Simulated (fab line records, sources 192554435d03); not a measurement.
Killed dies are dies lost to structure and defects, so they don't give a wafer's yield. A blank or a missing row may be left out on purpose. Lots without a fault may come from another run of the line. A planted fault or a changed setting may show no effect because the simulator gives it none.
A struck lot beside a sound one | flow n5_finfet | 17 steps out of a route of 1938
Sound: wafers L363.2, L363.3, L363.5. Struck: wafers L378.1, L378.6. The cause comes at the end.
At each step with rows: each side's tool, then ch and its chambers, then its first start. Under that, the readings that differ: sound wafers | struck wafers | difference of the means | sigmas: that difference in standard deviations of wafers without a fault.
alike: readings whose means differ by less than 2 such deviations, and words and numbers that are the same on both sides. not compared: withheld readings, readings that some wafer has no value for, bounds like >300 that may hide the same value, and numbers for which the record gives no deviation and whose values overlap.
The two part at a step that has a row with sigmas, a row that says differs or no value, or rows on one side only. Numbers that don't overlap but have no deviation are shown without sigmas and don't part them. A reading that every wafer of one side lacks parts them only if that side has two wafers or more.

first, 4 steps without rows for these wafers: N5_BEOL_M9_HM_STRIP_39 (strips TiN in peroxide tin strip, target depth 25 nm, time 158 s); N5_BEOL_M9_SRD_40 (time 30 s); N5_BEOL_M9_PRECLEAN_42 (cleans in residue remover, time 60 s); N5_BEOL_M9_SRD_43 (time 30 s).
N5_BEOL_M9_CD_MEAS_35: target cd 70 nm, target cd y 40 nm.
  sound on cd_sem-01, day 12 10:11; struck on cd_sem-03, day 15 10:53
  alike: cd_nm
N5_BEOL_M9_CURE_72: cures SiCOH lowk, time 120 s.
  sound on uv_cure-03 ch 1, day 12 10:17; struck on uv_cure-01 ch 0, day 15 10:55
  alike: lamp_power_pct, wafer_temp_C_max
N5_BEOL_M9_DEGAS_44: time 60 s.
  sound on pvd_sputter-02, day 12 10:41; struck on pvd_sputter-01, day 15 11:32
  alike: heater_power_w
then, 2 steps without rows for these wafers: N5_BEOL_M9_PRE_CLEAN_45 (time 30 s); N5_BEOL_M9_ALD_74 (deposits TaN, target thk 2 nm, pulse time 2 s, purge time 3 s).
N5_BEOL_M9_SURFACE_TREAT_79:
  sound on pvd_sputter-03, day 12 11:17; struck on pvd_sputter-01, day 15 12:07
  not compared: throttle_valve_pct
then, 1 step without rows for these wafers: N5_BEOL_M9_CVD_78 (deposits Co from CCTBA/H2, target thk 2 nm, time 138.9 s).
N5_BEOL_M9_SPUTTER_48: material Cu, target thk 12 nm, time 2 s.
  sound on pvd_sputter-03, day 12 12:25; struck on pvd_sputter-01, day 15 12:26
  alike: throttle_valve_pct
N5_BEOL_M9_ECD_50: material Cu, target thk 318 nm.
  sound on ecd_cu-02 ch 0,1, day 12 12:33; struck on ecd_cu-02 ch 1, day 15 12:34
  reading                                | sound             | struck  | difference | sigmas
  model.Cu_of_BEOL_M9_ECD_50.thk_nm (nm) | 316.8 319.8 314.8 | 150 156 | -164       |
N5_BEOL_M9_ANNEAL_51: time 90 s.
  sound on rtp_anneal-02 ch 0, day 12 12:43; struck on rtp_anneal-02 ch 0, day 15 12:41
  alike: wafer_temp_C_max
N5_BEOL_M9_CMP_52: polishes, stops on SiCOH lowk, t overpolish 7 s, target thk 140 nm.
  sound on cmp-02 ch 0,3, day 12 13:00; struck on cmp-01 ch 0,2, day 15 13:05
  reading                | sound          | struck    | difference | sigmas
  time_to_endpoint_s (s) | 67.8 70.1 64.6 | 30.4 35.8 | -34.4      | -14
  alike: clearing_platen_rpm, motor_current_A
N5_BEOL_M9_THK_MEAS_53: measures by xrf.
  sound on film_metro-01, day 12 13:16; struck on film_metro-01, day 15 13:16
  reading     | sound       | struck  | difference | sigmas
  M9_THK (nm) | 140 139 140 | 147 146 | +7         | +2
N5_PASSIVATION_PROBE_49:
  the record has rows for the sound wafers here (prober-01, day 15 03:10) and none for the struck ones

WHERE THEY PART
First at N5_BEOL_M9_CMP_52; last, within this record, at N5_PASSIVATION_PROBE_49.

WHY: what the simulator had put in
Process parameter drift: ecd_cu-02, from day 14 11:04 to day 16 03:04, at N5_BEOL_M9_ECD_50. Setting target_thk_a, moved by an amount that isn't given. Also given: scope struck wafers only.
